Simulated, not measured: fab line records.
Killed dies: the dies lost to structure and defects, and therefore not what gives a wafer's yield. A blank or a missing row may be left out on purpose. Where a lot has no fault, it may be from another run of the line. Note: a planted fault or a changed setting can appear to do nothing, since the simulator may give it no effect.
Chamber matching || flow n5 finfet || N5_BEOL_M0_SAQP_PECVD_96 on pecvd-02 has 3 sister chambers
The step deposits a-Si from SiH4/He, target thk 45 nm, time 45.2 s. 3 wafers are shown with their chamber, then 7 later ones without.

## EACH WAFER AND ITS CHAMBER
{"wafer": "L077.4", "chamber": 2, "showerhead plenum p Torr (Torr)": 5.55}
{"wafer": "L085.1", "chamber": 1, "showerhead plenum p Torr (Torr)": 5.75}
{"wafer": "L085.2", "chamber": 0, "showerhead plenum p Torr (Torr)": 5.72}

## WAFERS MISSING THEIR CHAMBER
{"wafer": "L085.3", "showerhead plenum p Torr (Torr)": 5.75}
{"wafer": "L087.2", "showerhead plenum p Torr (Torr)": 5.74}
{"wafer": "L087.3", "showerhead plenum p Torr (Torr)": 5.71}
{"wafer": "L087.4", "showerhead plenum p Torr (Torr)": 5.75}
{"wafer": "L089.2", "showerhead plenum p Torr (Torr)": 5.74}
{"wafer": "L089.4", "showerhead plenum p Torr (Torr)": 5.73}
{"wafer": "L089.5", "showerhead plenum p Torr (Torr)": 5.75}

## WHICH CHAMBER EACH WENT THROUGH
{"wafer": "L085.3", "from the rows above": 1, "in truth": 1}
{"wafer": "L087.2", "from the rows above": "can't be placed: 1 or 0", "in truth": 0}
{"wafer": "L087.3", "from the rows above": 0, "in truth": 0}
{"wafer": "L087.4", "from the rows above": 1, "in truth": 1}
{"wafer": "L089.2", "from the rows above": "can't be placed: 1 or 0", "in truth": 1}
{"wafer": "L089.4", "from the rows above": "can't be placed: 0 or 1", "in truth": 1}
{"wafer": "L089.5", "from the rows above": 1, "in truth": 1}
Correct placement for 4 of the 7. Not placeable from these rows: 3 (in 3, the candidates include the true chamber). 0 placed wrongly.
How it was worked out, from the rows above alone: a wafer's distance from a chamber is the root of the sum, over the readings, of the square of ((its reading less the chamber's mean) divided by the reading's scatter). The wafer belongs to the nearest chamber; if the next one is less than 2 further off, it can't be placed. A chamber's mean is the mean of its shown wafers. The scatter: root of mean squared gap, hidden wafer to nearest shown wafer, with one shown wafer a chamber.
